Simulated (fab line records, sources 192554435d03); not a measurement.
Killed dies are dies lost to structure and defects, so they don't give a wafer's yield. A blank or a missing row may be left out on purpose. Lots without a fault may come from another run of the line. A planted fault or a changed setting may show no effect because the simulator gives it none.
A struck lot beside a sound one | flow n5_finfet | 14 steps out of a route of 1938
Sound: wafers L440.1, L440.3, L440.5. Struck: wafer L442.6. (L442.1, L442.2 of the same lot were not struck and are left out.) The cause comes at the end.
At each step with rows: each side's tool, then ch and its chambers, then its first start. Under that, the readings that differ: sound wafers | struck wafers | difference of the means | sigmas: that difference in standard deviations of wafers without a fault.
alike: readings whose means differ by less than 2 such deviations, and words and numbers that are the same on both sides. not compared: withheld readings, readings that some wafer has no value for, bounds like >300 that may hide the same value, and numbers for which the record gives no deviation and whose values overlap.
The two part at a step that has a row with sigmas, a row that says differs or no value, or rows on one side only. Numbers that don't overlap but have no deviation are shown without sigmas and don't part them. A reading that every wafer of one side lacks parts them only if that side has two wafers or more.

first, 1 step without rows for these wafers: N5_SD_EPI_P_DEVELOP_08 (develop time 30 s).
N5_SD_EPI_P_CD_MEAS_09: target cd 240 nm.
  sound on cd_sem-02 ch 0, day 6 02:21; struck on cd_sem-03 ch 0, day 6 11:34
  alike: cd_nm
N5_SD_EPI_P_OVL_MEAS_10:
  sound on overlay-01 ch 0, day 6 02:23; struck on overlay-01 ch 0, day 6 11:36
  reading           | sound          | struck | difference | sigmas
  SD_P_BLK_OVL (nm) | -0.5 -0.9 -1.2 | 0.8    | +1.7       | +2
N5_SD_EPI_P_INSPECT_11: inspects for defects (macro).
  sound on defect_inspect-01, day 6 02:24; struck on defect_inspect-01, day 6 11:37
  alike: raw_defect_count
then, 1 step without rows for these wafers: N5_SD_EPI_P_DESCUM_14 (chemistry O2, time 7.9 s).
N5_SD_EPI_P_ETCH_36: etches SiARC in CF4, target depth 45.5 nm, time 75.8 s.
  sound on rie_diel-02 ch 0,2, day 6 02:28; struck on rie_diel-02 ch 2, day 6 11:57
  alike: drypump_motor_current_A, etch_rf_on_time_s, oes_product_au, rf_vpp_V, showerhead_plenum_p_Torr, throttle_valve_pct
  not compared: rf_hours_counter_h
N5_SD_EPI_P_ETCH_37: etches SOC in N2/H2, overetch 108 nm, time 486 s.
  sound on rie_diel-02 ch 0,2, day 6 02:32; struck on rie_diel-02 ch 2, day 6 12:01
  alike: drypump_motor_current_A, oes_product_au, rf_vpp_V, showerhead_plenum_p_Torr, throttle_valve_pct
  not compared: rf_hours_counter_h
then, 1 step without rows for these wafers: N5_SD_EPI_P_STRIP_38 (strips in N2/H2).
N5_SD_EPI_P_ETCHBACK_46: etches SiNx in CH3F/O2, stops on SiO2, target depth 17.5 nm.
  sound on rie_diel-02 ch 0,2, day 6 02:51; struck on rie_diel-02 ch 2, day 6 12:20
  alike: drypump_motor_current_A, oes_product_au, rf_vpp_V, showerhead_plenum_p_Torr, throttle_valve_pct
  not compared: rf_hours_counter_h
N5_SD_EPI_P_ETCH_47: etches SiOCN in CH3F/O2, target depth 25 nm.
  sound on rie_diel-02 ch 0,2, day 6 02:57; struck on rie_diel-02 ch 2, day 6 12:26
  alike: drypump_motor_current_A, oes_product_au, rf_vpp_V, showerhead_plenum_p_Torr, throttle_valve_pct
  not compared: rf_hours_counter_h
N5_SD_EPI_P_ETCH_16: etches SiO2 in CHF3/O2, target depth 5 nm.
  sound on rie_diel-02 ch 0,2, day 6 03:03; struck on rie_diel-02 ch 2, day 6 12:32
  alike: CHF3_flow_sccm, drypump_motor_current_A, oes_product_au, rf_vpp_V, showerhead_plenum_p_Torr, throttle_valve_pct
  not compared: rf_hours_counter_h
then, 1 step without rows for these wafers: N5_SD_EPI_P_STRIP_50 (strips in CHF3/O2).
N5_SD_EPI_P_SD_RECESS_17: chemistry HBr/Cl2/O2, target depth 39.1 nm, bt time 3 s.
  sound on rie_si-06 ch 0,3, day 6 03:07; struck on rie_si-06 ch 3, day 6 12:36
  reading                              | sound            | struck | difference | sigmas
  model.SD_EPI_P.feature_depth_nm (nm) | 38.6 39.2 38.8   | 24.4   | -14.5      |
  model.etch.depth_nm (nm)             | 38.67 39.11 38.7 | 24.42  | -14.41     |
  alike: drypump_motor_current_A, mfc_cl2_sccm, oes_product_au, throttle_valve_pct
  not compared: rf_hours_counter_h
then, 1 step without rows for these wafers: N5_SD_EPI_P_WET_ETCH_45 (etches SiO2 in dHF, time 10.7 s, target depth 2 nm, rinse time 30 s).

WHERE THEY PART
Only at N5_SD_EPI_P_OVL_MEAS_10, within this record. Later steps at which nothing parts them and some readings are alike: N5_SD_EPI_P_INSPECT_11, N5_SD_EPI_P_ETCH_36, N5_SD_EPI_P_ETCH_37, N5_SD_EPI_P_ETCHBACK_46, N5_SD_EPI_P_ETCH_47, N5_SD_EPI_P_ETCH_16, N5_SD_EPI_P_SD_RECESS_17.

WHY: what the simulator had put in
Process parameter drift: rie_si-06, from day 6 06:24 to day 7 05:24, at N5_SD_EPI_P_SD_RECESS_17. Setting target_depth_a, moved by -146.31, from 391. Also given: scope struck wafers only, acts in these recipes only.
